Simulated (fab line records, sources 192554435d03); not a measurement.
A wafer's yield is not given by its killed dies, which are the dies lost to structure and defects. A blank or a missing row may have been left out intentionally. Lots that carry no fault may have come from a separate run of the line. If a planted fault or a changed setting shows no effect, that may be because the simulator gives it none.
Which of the tools did it?    flow n5_finfet    Sampling: 10 lots, 28 wafers, 5 of 1938 route steps

== WHAT THE GAUGES READ, wafer by wafer ==
N5_SDB_OVL_MEAS_12.
lot   measured     on          SDB_OVL (nm)
L922  day 3 19:14  overlay-01  0.3 -0.8 -0.9
L923  day 3 22:12  overlay-02  -1.6 -1.4 -0.4
L928  day 5 05:50  overlay-02  -1.6 -1.6 -1.4
L929  day 5 12:50  overlay-01  -0.7 -1.4 -0.8
L930  day 5 20:27  overlay-02  0.7 -0.1 -0.4
L931  day 6 02:55  overlay-02  -1.3 0.1 -0.8
L933  day 6 12:26  overlay-01  -0.5 -0.4 0.3
L934  day 7 00:56  overlay-01  -0.1 0.2 -1.1
L940  day 8 09:35  overlay-02  -1.0 -0.9
L941  day 8 12:11  overlay-01  0.0 -2.0

N5_BEOL_M4_RC_MEAS_101.
lot   measured      on         DIBL_N (mV/V)   DIBL_P (mV/V)   IOFF_N (nA/um)  IOFF_P (nA/um)  ION_N (uA/um)  ION_P (uA/um)  SS_N (mV/dec)   SS_P (mV/dec)   VT_N (mV)    VT_P (mV)
L922  day 8 04:23   prober-01  35.4 36.9 35.3  35.3 37.8 34.9  0.13 0.17 0.14  0.22 0.29 0.23  672 694 674    466 484 476    71.4 71.1 70.7  72.4 73.3 73.0  255 249 252  -249 -244 -246
L923  day 8 04:22   prober-02  35.3 34.0 35.9  37.7 35.3 37.8  0.15 0.13 0.16  0.21 0.18 0.22  681 657 688    472 456 467    70.8 70.9 70.8  73.5 73.1 73.5  250 253 251  -250 -252 -249
L928  day 9 11:10   prober-02  36.7 38.2 37.1  36.8 39.8 37.2  0.15 0.19 0.15  0.18 0.24 0.20  670 684 666    456 464 458    70.9 71.9 70.8  73.6 73.7 73.7  252 248 251  -256 -250 -253
L929  day 9 22:11   prober-01  34.1 36.5 36.3  32.5 35.7 35.0  0.12 0.17 0.16  0.19 0.24 0.22  672 682 675    468 464 459    71.3 71.4 71.6  72.5 73.8 72.7  253 247 249  -250 -247 -247
L930  day 10 15:37  prober-01  34.9 35.7 34.9  37.0 37.8 37.7  0.15 0.17 0.15  0.21 0.23 0.23  687 681 675    466 467 468    71.2 72.0 71.4  73.0 73.2 73.7  249 251 249  -249 -249 -249
L931  day 10 02:59  prober-01  36.3 36.3 36.5  36.6 36.9 36.9  0.16 0.16 0.16  0.25 0.26 0.25  678 673 688    470 465 477    70.6 71.3 71.2  73.6 72.8 72.9  247 249 249  -242 -245 -246
L933  day 11 02:14  prober-01  36.9 35.8 37.7  35.8 34.5 36.8  0.16 0.14 0.17  0.21 0.19 0.23  675 665 680    461 453 463    72.6 71.9 71.8  73.1 73.6 73.5  249 251 249  -250 -252 -247
L934  day 11 03:49  prober-02  35.2 35.5 32.4  36.3 36.5 32.3  0.16 0.17 0.11  0.22 0.22 0.17  689 673 650    471 463 456    71.2 71.4 71.5  74.0 74.3 72.7  249 247 256  -249 -249 -249
L940  day 12 20:49  prober-02  42.1 38.0       43.3 38.1       0.29 0.18       0.37 0.27       712 676        481 472        71.9 71.4       74.9 73.8       239 246      -239 -244
L941  day 13 03:08  prober-01  38.3 37.5       39.0 37.9       0.20 0.18       0.26 0.24       685 678        476 464        72.2 72.2       73.0 73.7       246 248      -246 -247

== EACH LOT AND THE TOOL THAT RAN IT (in order: tool; ch and the chambers of the sampled wafers; start) ==
lot   N5_SD_EPI_P_ETCH_47                N5_ILD0_LINER_00                  N5_ILD0_ALD_15
L922  rie_diel-04 ch 0,1,2, day 3 06:32  ald_sin-04 ch 1,2,3, day 3 12:29  ald_sin-01 ch 1,2, day 3 16:11
L923  rie_diel-06 ch 0,2, day 3 11:28    ald_sin-02 ch 0,1,2, day 3 15:27  ald_sin-01 ch 0,2,3, day 3 19:10
L928  rie_diel-04 ch 0,1,3, day 4 17:31  ald_sin-02 ch 0,1,3, day 4 22:41  ald_sin-02 ch 2,3, day 5 02:47
L929  rie_diel-04 ch 0,1,3, day 4 23:56  ald_sin-02 ch 2,3, day 5 06:04    ald_sin-02 ch 2,3, day 5 09:49
L930  rie_diel-06 ch 0,1,2, day 5 07:31  ald_sin-04 ch 0,1,2, day 5 13:34  ald_sin-02 ch 0,1,2, day 5 17:25
L931  rie_diel-06 ch 1,2,3, day 5 14:07  ald_sin-02 ch 0,2,3, day 5 20:06  ald_sin-04 ch 0,1,3, day 5 23:50
L933  rie_diel-04 ch 0,2,3, day 6 00:19  ald_sin-04 ch 1,2, day 6 04:41    ald_sin-02 ch 0,2,3, day 6 09:22
L934  rie_diel-04 ch 0,1, day 6 14:09    ald_sin-02 ch 1,2,3, day 6 18:09  ald_sin-04 ch 1,2,3, day 6 21:52
L940  rie_diel-06 ch 0,3, day 7 21:23    ald_sin-02 ch 0,3, day 8 02:35    ald_sin-02 ch 1,3, day 8 06:32
L941  rie_diel-06 ch 3, day 8 00:25      ald_sin-02 ch 0,3, day 8 05:14    ald_sin-02 ch 1,3, day 8 09:09
- N5_SD_EPI_P_ETCH_47: etches SiOCN in CH3F/O2, target depth 25 nm.
- N5_ILD0_LINER_00: material SiNx, target thk 4 nm, pulse time 1 s, purge time 2 s.
- N5_ILD0_ALD_15: deposits SiNx, target thk 24 nm, pulse time 1 s, ald cycles 480.

== WHAT THE TOOLS THEMSELVES READ (means of the sampled wafers that have a number; where no wafer has one, the mark that the record gives instead) ==
N5_SD_EPI_P_ETCH_47.
lot   tool         drypump_motor_current_A (A)  oes_product_au (a.u.)  rf_fwd_power_W (W)  rf_vpp_V (V)  showerhead_plenum_p_Torr (Torr)  throttle_valve_pct (%)
L922  rie_diel-04  5.6                          0.82                   408.6               127.6         2.07                             16.35
L923  rie_diel-06  5.3                          0.74                   407.6               126.0         2.02                             16.47
L928  rie_diel-04  5.6                          0.74                   408.8               128.2         2.07                             16.47
L929  rie_diel-04  5.6                          0.74                   409.1               129.1         2.07                             16.47
L930  rie_diel-06  5.3                          0.74                   407.7               126.6         1.93                             16.36
L931  rie_diel-06  5.5                          0.75                   407.9               126.5         1.90                             16.36
L933  rie_diel-04  5.7                          0.78                   408.7               127.7         2.06                             16.29
L934  rie_diel-04  5.3                          0.75                   409.0               129.9         2.08                             16.51
L940  rie_diel-06  5.8                          0.72                   407.7               126.6         2.02                             16.51
L941  rie_diel-06  6.2                          0.72                   407.5               127.5         1.97                             16.48

N5_ILD0_LINER_00.
lot   tool        heater_power_w (W)  precursor_pulse_height_rel  susceptor_temp_C (C)
L922  ald_sin-04  837                 0.999                       399.98
L923  ald_sin-02  786                 0.998                       400.08
L928  ald_sin-02  777                 1.031                       399.95
L929  ald_sin-02  714                 0.997                       399.84
L930  ald_sin-04  801                 0.987                       400.00
L931  ald_sin-02  784                 1.014                       399.94
L933  ald_sin-04  770                 0.994                       399.75
L934  ald_sin-02  715                 0.995                       399.96
L940  ald_sin-02  836                 0.986                       399.93
L941  ald_sin-02  840                 0.994                       400.26

N5_ILD0_ALD_15.
lot   tool        heater_power_w (W)  precursor_pulse_height_rel  susceptor_temp_C (C)
L922  ald_sin-01  796                 0.980                       400.02
L923  ald_sin-01  832                 1.003                       399.96
L928  ald_sin-02  722                 1.008                       400.21
L929  ald_sin-02  725                 1.004                       400.00
L930  ald_sin-02  789                 0.980                       399.84
L931  ald_sin-04  854                 1.003                       400.17
L933  ald_sin-02  800                 0.997                       400.24
L934  ald_sin-04  825                 0.996                       400.10
L940  ald_sin-02  718                 1.003                       400.19
L941  ald_sin-02  716                 1.004                       399.87

== THE ANSWER, worked out from the rows above alone ==
Rule: usual is defined by the lots themselves. Put in order of their means at a reading, lots are off if they are a third of the lots or fewer, leave a main group of 4 or more, and stand apart from it by a gap of 3 or more times the standard deviation of the main group's means; of several such gaps the widest counts. Not used: any main group whose means are identical at the precision the tables above print for the reading. Also off: a lot with no number at a reading for which 4 or more lots have one. All remaining lots with rows at the step are treated as sound. The gauges are gone through in route order, then the tools' own readings, and for those a lot's mean is taken as printed above. At the first step where some lot is off, the reading lying furthest off is the one used; lots without a number count as furthest.
Off: L940, L941, seen at N5_BEOL_M4_RC_MEAS_101 (IOFF_N). The main group: mean 0.15 nA/um, standard deviation 0.0062.
A tool fits if, at a process step before that reading, it ran every lot that is off, and no sound lot after the first of them. Those tools and the gauges at N5_BEOL_M4_RC_MEAS_101 are tried in the same way. Can't be told from this: 2 tools fit, rie_diel-06 at N5_SD_EPI_P_ETCH_47, ald_sin-02 at N5_ILD0_LINER_00 and N5_ILD0_ALD_15.

== WHAT THE SIMULATOR PUT IN ==
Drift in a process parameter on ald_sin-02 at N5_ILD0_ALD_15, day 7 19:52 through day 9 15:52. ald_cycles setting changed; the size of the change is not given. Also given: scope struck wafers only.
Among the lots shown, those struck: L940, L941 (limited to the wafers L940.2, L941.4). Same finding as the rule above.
